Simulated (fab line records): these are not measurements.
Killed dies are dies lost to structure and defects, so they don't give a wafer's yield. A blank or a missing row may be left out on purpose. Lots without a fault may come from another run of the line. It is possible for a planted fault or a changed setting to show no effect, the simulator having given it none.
Matching of chambers || flow n5 finfet || N5_SPACER0_ALD_08 on ald sin-02: 4 sister chambers
The step deposits SiNx, target thk 2 nm. 8 wafers are shown with their chamber, then 7 later ones without.

== WAFERS PAIRED WITH THEIR CHAMBERS ==
{"wafer": "L083.5", "chamber": 2, "heater power w (W)": 1003}
{"wafer": "L088.1", "chamber": 1, "heater power w (W)": 859}
{"wafer": "L088.2", "chamber": 3, "heater power w (W)": 758}
{"wafer": "L088.3", "chamber": 2, "heater power w (W)": 994}
{"wafer": "L088.5", "chamber": 0, "heater power w (W)": 770}
{"wafer": "L088.6", "chamber": 3, "heater power w (W)": 760}
{"wafer": "L092.2", "chamber": 1, "heater power w (W)": 857}
{"wafer": "L092.4", "chamber": 0, "heater power w (W)": 771}

== WAFERS MISSING THEIR CHAMBER ==
{"wafer": "L092.5", "heater power w (W)": 762}
{"wafer": "L094.4", "heater power w (W)": 868}
{"wafer": "L094.5", "heater power w (W)": 987}
{"wafer": "L094.6", "heater power w (W)": 765}
{"wafer": "L097.1", "heater power w (W)": 767}
{"wafer": "L097.3", "heater power w (W)": 982}
{"wafer": "L097.6", "heater power w (W)": 771}

== EACH ONE'S CHAMBER ==
{"wafer": "L092.5", "from the rows above": "can't be placed: 3 or 0", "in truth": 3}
{"wafer": "L094.4", "from the rows above": 1, "in truth": 1}
{"wafer": "L094.5", "from the rows above": 2, "in truth": 2}
{"wafer": "L094.6", "from the rows above": "can't be placed: 0 or 3", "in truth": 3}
{"wafer": "L097.1", "from the rows above": "can't be placed: 0 or 3", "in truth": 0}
{"wafer": "L097.3", "from the rows above": 2, "in truth": 2}
{"wafer": "L097.6", "from the rows above": 0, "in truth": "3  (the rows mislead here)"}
Correctly placed: 3 of 7. Cannot be placed on the basis of these rows: 3; the candidates contain the true chamber in 3. Wrongly placed: 1.
How it was worked out, from the rows above alone: a wafer's distance from a chamber is the root of the sum, over the readings, of the square of ((its reading less the chamber's mean) divided by the reading's scatter). The wafer belongs to the nearest chamber; if the next one is less than 2 further off, it can't be placed. For every chamber, the mean is computed from those of its wafers that are shown. The scatter is the square root of a quotient: the sum, over the shown wafers, of each reading's squared deviation from its chamber's mean, divided by wafers minus chambers.
